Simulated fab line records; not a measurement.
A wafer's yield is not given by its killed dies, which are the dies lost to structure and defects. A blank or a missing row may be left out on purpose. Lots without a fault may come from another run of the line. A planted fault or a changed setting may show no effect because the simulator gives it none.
Split-lot trial | flow n5 finfet | 39 wafers read from 7 lots, route of 1938 steps

## SPLIT DETAILS
At N5_STI_FIN_REVEAL_ETCHBACK_08 (etches SiO2 in C4F6/O2, target depth 30.5 nm, time 10.167 s), the setting target depth a was moved away from the recipe's 305 angstrom on 9 of the 39 wafers read, by -30.7% to +54.7%. This setting was run at the recipe's value on the other wafers.

## FROM THE SPLIT TO THE READING: what the file shows between them, 3 steps
- N5_STI_FIN_REVEAL_STRIP_24: strips in N2/H2, time 90 s
- N5_STI_FIN_REVEAL_PRECLEAN_25: cleans in SPM, time 90 s
- N5_STI_FIN_REVEAL_SRD_23: time 30 s

## THE READING
trench depth nm, in nm, at N5_STI_FIN_REVEAL_FIN_H_MEAS_10. On this fab line, fault-free wafers typically give 52.1 nm with a standard deviation of 0.66 nm.

wafer  | tool, chamber at the split | target depth a as run, angstrom | against the recipe | trench depth nm, nm | against lot-mates on the recipe
L078.1 | rie diel-04, 2,1,0,3,2,3   | 305                             | recipe             | 51.6                | -
L078.2 | rie diel-04, 2,1,0,3,2,3   | 305                             | recipe             | 52.8                | -
L078.3 | rie diel-04, 2,1,0,3,2,3   | 305                             | recipe             | 52.1                | -
L078.4 | rie diel-04, 2,1,0,3,2,3   | 305                             | recipe             | 52.2                | -
L078.5 | rie diel-04, 2,1,0,3,2,3   | 305                             | recipe             | 51.1                | -
L078.6 | rie diel-04, 2,1,0,3,2,3   | 305                             | recipe             | 52.2                | -
L083.1 | rie diel-06, 2,0,1         | 449.1                           | +47.2%             | 65.6                | +14.3
L083.2 | rie diel-06, 3,0,1         | 305                             | recipe             | 51.9                | -
L083.3 | rie diel-06, 2,0,1         | 449.1                           | +47.2%             | 66.1                | +14.8
L083.4 | rie diel-06, 2,0,1         | 449.1                           | +47.2%             | 64.7                | +13.4
L083.5 | rie diel-06, 3,0,1         | 305                             | recipe             | 50.9                | -
L083.6 | rie diel-06, 3,0,1         | 305                             | recipe             | 51.2                | -
L084.1 | rie diel-06, 0,1,2,3,0,1   | 305                             | recipe             | 51.1                | -
L084.2 | rie diel-06, 0,1,2,3,0,1   | 305                             | recipe             | 51.3                | -
L084.3 | rie diel-06, 0,1,2,3,0,1   | 305                             | recipe             | 51.9                | -
L084.4 | rie diel-06, 0,1,2,3,0,1   | 305                             | recipe             | 51.7                | -
L084.5 | rie diel-06, 0,1,2,3,0,1   | 305                             | recipe             | 51.7                | -
L084.6 | rie diel-06, 0,1,2,3,0,1   | 305                             | recipe             | 51.8                | -
L090.1 | rie diel-06, 3,1,0         | 305                             | recipe             | 53.2                | -
L090.3 | rie diel-06, 3,1,0         | 305                             | recipe             | 52.3                | -
L090.5 | rie diel-06, 3,1,0         | 305                             | recipe             | 52.4                | -
L095.1 | rie diel-04, 0,2,3         | 211.5                           | -30.7%             | 43.4                | -8.9
L095.2 | rie diel-04, 3,1,2         | 305                             | recipe             | 52.2                | -
L095.3 | rie diel-04, 3,1,2         | 305                             | recipe             | 52.9                | -
L095.4 | rie diel-04, 0,2,3         | 211.5                           | -30.7%             | 42.4                | -9.9
L095.5 | rie diel-04, 0,2,3         | 211.5                           | -30.7%             | 42.7                | -9.6
L095.6 | rie diel-04, 3,1,2         | 305                             | recipe             | 51.9                | -
L096.1 | rie diel-05, 3,1,3         | 471.9                           | +54.7%             | 69.8                | +18.4
L096.2 | rie diel-05, 3,1,3         | 471.9                           | +54.7%             | 68.9                | +17.5
L096.3 | rie diel-05, 2,0,0         | 305                             | recipe             | 51.6                | -
L096.4 | rie diel-05, 2,0,0         | 305                             | recipe             | 51.0                | -
L096.5 | rie diel-05, 2,0,0         | 305                             | recipe             | 51.5                | -
L096.6 | rie diel-05, 3,1,3         | 471.9                           | +54.7%             | 69.5                | +18.1
L097.1 | rie diel-06, 3,1,2,0,1,2   | 305                             | recipe             | 51.9                | -
L097.2 | rie diel-06, 3,1,2,0,1,2   | 305                             | recipe             | 51.4                | -
L097.3 | rie diel-06, 3,1,2,0,1,2   | 305                             | recipe             | 52.3                | -
L097.4 | rie diel-06, 3,1,2,0,1,2   | 305                             | recipe             | 52.0                | -
L097.5 | rie diel-06, 3,1,2,0,1,2   | 305                             | recipe             | 51.0                | -
L097.6 | rie diel-06, 3,1,2,0,1,2   | 305                             | recipe             | 52.0                | -
Where a row lists several chambers, the file gives one row for several wafers and doesn't say which wafer went through which chamber.

THE FIT
A straight line over all 39 wafers: trench depth nm changes by +0.305 nm for each +1% of target depth a; r = +1.00; the points scatter about the line by 0.66 nm.
The same after taking each lot's own level away (the mean of its wafers on the recipe; 39 wafers): +0.315 nm for each +1%; r = +1.00; scatter 0.54 nm.
Per that fit: largest target depth a move, reading shift of 17 nm.
From 51.33 to 52.63 nm: that is the span of the lots' own levels, equal to 2.0 times the standard deviation above.
The two slopes agree, so the slope changes little with the lot-to-lot level.
Check: with one of the wafers moved furthest among these (+54.7%) left out of the fit, the line predicts +17 nm for it against its lot-mates. It came out at +18.4 nm against them.

## OTHER SPLITS APPLIED TO THESE WAFERS
These wafers also went through other splits before the reading. Each is held against what the fit with the lots' levels taken away leaves over:
other split on the same wafers | wafers away from the commonest value | r with trench depth nm (lot level and that fit taken away)
N5_FIN_SAQP_ALD_61 ald cycles  | 18                                   | +0.28

## THE FILE'S OWN FIT
trench depth nm changes by +0.315 nm for each +1% of target depth a, r = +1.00.
